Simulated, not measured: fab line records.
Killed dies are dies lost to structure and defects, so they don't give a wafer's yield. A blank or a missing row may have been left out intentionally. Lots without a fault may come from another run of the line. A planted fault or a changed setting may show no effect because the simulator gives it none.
Struck lot and sound lot, side by side || flow nand harc || 12 out of 1302 route steps
Sound: the wafers L895.1, L895.4, L895.6. Wafers struck: L902.3, L902.4, L902.6. Last of all comes the cause.
For every step that has rows: the tool of each side, followed by ch and its chambers, followed by its first start. Under that, the readings that differ: sound wafers || struck wafers || difference of the means || sigmas: that difference in standard deviations of wafers without a fault.
alike: a reading whose means differ by less than 2 such deviations, as well as words and numbers matching on both sides. not compared: withheld readings; readings where some wafer has no value; bounds like >300 that might hide an equal value; numbers whose values overlap and for which the record gives no deviation.
A row with sigmas, a row that says differs or no value, or rows on one side alone: a step with any of these is where the two part. Numbers that have no deviation but don't overlap get no sigmas and don't part them. A reading that every wafer of one side lacks parts them only if that side has two wafers or more.

first, 1 step without rows for these wafers: NHARC_A_CHANNEL_FILL_D2_SRD_12.
NHARC_A_CHANNEL_FILL_D2_RTA_24: time 5 s.
  sound on rtp anneal-01 ch 0, day 19 22:33; struck on rtp anneal-02 ch 0, day 22 15:58
{"reading": "lamp power pct (%)", "sound": "29.1 29.0 29.0", "struck": "32.8 32.8 32.8", "difference": "+3.8", "sigmas": "+2"}
  alike: wafer_temp_C_max
NHARC_A_CHANNEL_FILL_D2_INSPECT_13:
  sound: defect inspect-02 at day 19 22:45; struck: defect inspect-02 at day 22 16:06
  alike: raw defect count
NHARC_A_STAIRCASE_DEP_156: deposits SiNx, target thk 50 nm.
  sound on pecvd-01 ch 0,1,2, day 19 22:49; struck on pecvd-01 ch 0,1,2, day 22 16:12
  alike: heater power w, rf fwd power W, susceptor temp C
  not compared: since wet clean h
then, 7 steps without rows for these wafers: NHARC_A_STAIRCASE_DEHYDRATE_158 (time 120 s); NHARC_A_STAIRCASE_HMDS_159 (time 30 s); NHARC_A_STAIRCASE_COAT_160; NHARC_A_STAIRCASE_SOFTBAKE_161 (time 170 s); NHARC_A_STAIRCASE_EBR_162; NHARC_A_STAIRCASE_EXPOSE_163 (exposes mask STAIR OPEN); NHARC_A_STAIRCASE_PEB_164 (peb time 130 s).
NHARC_A_STAIRCASE_DEVELOP_165: time 140 s.
  sound on litho track-07 ch 0, day 19 23:00; struck on litho track-03, day 22 16:00
  no value came back on the struck wafers for chill plate temp C (C), exhaust pa (Pa); on the sound wafers chill plate temp C (C) reads 22.81 22.85 22.94

WHERE THEY PART
At NHARC_A_CHANNEL_FILL_D2_RTA_24 first; at NHARC_A_STAIRCASE_DEVELOP_165 last (within this record only).

WHY: what the simulator had put in
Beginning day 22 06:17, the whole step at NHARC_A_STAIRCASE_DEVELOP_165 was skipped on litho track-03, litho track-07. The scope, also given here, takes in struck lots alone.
